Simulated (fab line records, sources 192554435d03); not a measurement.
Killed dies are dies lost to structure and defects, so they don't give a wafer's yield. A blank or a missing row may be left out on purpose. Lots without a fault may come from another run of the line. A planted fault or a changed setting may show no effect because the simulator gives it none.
Chamber matching | flow n5_finfet | N5_GATE_CUT_ETCH_19 on rie_diel-06: 4 sister chambers
The step etches SiNx in CH3F/O2, target depth 53.7 nm, time 76.7 s. 14 wafers are shown with their chamber, then 7 later ones without.

WAFERS WITH THEIR CHAMBER
wafer  | chamber | throttle_valve_pct (%) | drypump_motor_current_A (A) | oes_product_au (a.u.)
L079.3 | 0       | 16.43                  | 5.9                         | 0.59
L079.4 | 2       | 16.61                  | 5.2                         | 0.62
L079.6 | 3       | 16.02                  | 5.5                         | 0.80
L080.1 | 1       | 16.34                  | 5.4                         | 0.58
L080.4 | 2       | 16.63                  | 5.2                         | 0.62
L080.5 | 2       | 16.61                  | 5.2                         | 0.63
L083.2 | 0       | 16.42                  | 5.9                         | 0.59
L083.3 | 1       | 16.34                  | 5.5                         | 0.58
L083.5 | 2       | 16.63                  | 5.2                         | 0.63
L084.1 | 3       | 16.05                  | 5.5                         | 0.78
L084.3 | 2       | 16.63                  | 5.2                         | 0.62
L084.6 | 1       | 16.35                  | 5.5                         | 0.58
L087.2 | 3       | 16.06                  | 5.5                         | 0.77
L087.5 | 3       | 16.06                  | 5.5                         | 0.77

SIGNATURES (means of the wafers above)
reading                 | chamber 0 | chamber 1 | chamber 2 | chamber 3 | scatter within a chamber
throttle_valve_pct      | 16.4250   | 16.3433   | 16.6220   | 16.0475   | 0.0129
drypump_motor_current_A | 5.900     | 5.467     | 5.200     | 5.500     | 0.0258
oes_product_au          | 0.5900    | 0.5800    | 0.6240    | 0.7800    | 0.00849
Rule: a wafer's distance from a chamber is the root of the sum, over the readings, of the square of ((its reading less the chamber's mean) divided by the reading's scatter). The wafer belongs to the nearest chamber; if the next one is less than 2 further off, it can't be placed. The scatter: the root of (the sum of the squares of (reading less its chamber's mean) over the shown wafers, divided by (wafers less chambers)).

WAFERS WITHOUT THEIR CHAMBER
wafer  | throttle_valve_pct (%) | drypump_motor_current_A (A) | oes_product_au (a.u.)
L087.6 | 16.36                  | 5.5                         | 0.58
L088.3 | 16.46                  | 5.8                         | 0.58
L088.4 | 16.64                  | 5.2                         | 0.61
L088.6 | 16.45                  | 5.9                         | 0.59
L095.1 | 16.67                  | 5.2                         | 0.60
L095.3 | 16.10                  | 5.5                         | 0.75
L095.5 | 16.07                  | 5.9                         | 0.81

WHICH CHAMBER EACH WENT THROUGH
wafer  | from the rows above | in truth
L087.6 | 1                   | 1
L088.3 | 0                   | 0
L088.4 | 2                   | 2
L088.6 | 0                   | 0
L095.1 | 2                   | 2
L095.3 | 3                   | 3
L095.5 | 3                   | 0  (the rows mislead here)
Placed correctly: 6 of 7. Can't be placed from these rows: 0. Placed wrongly: 1.
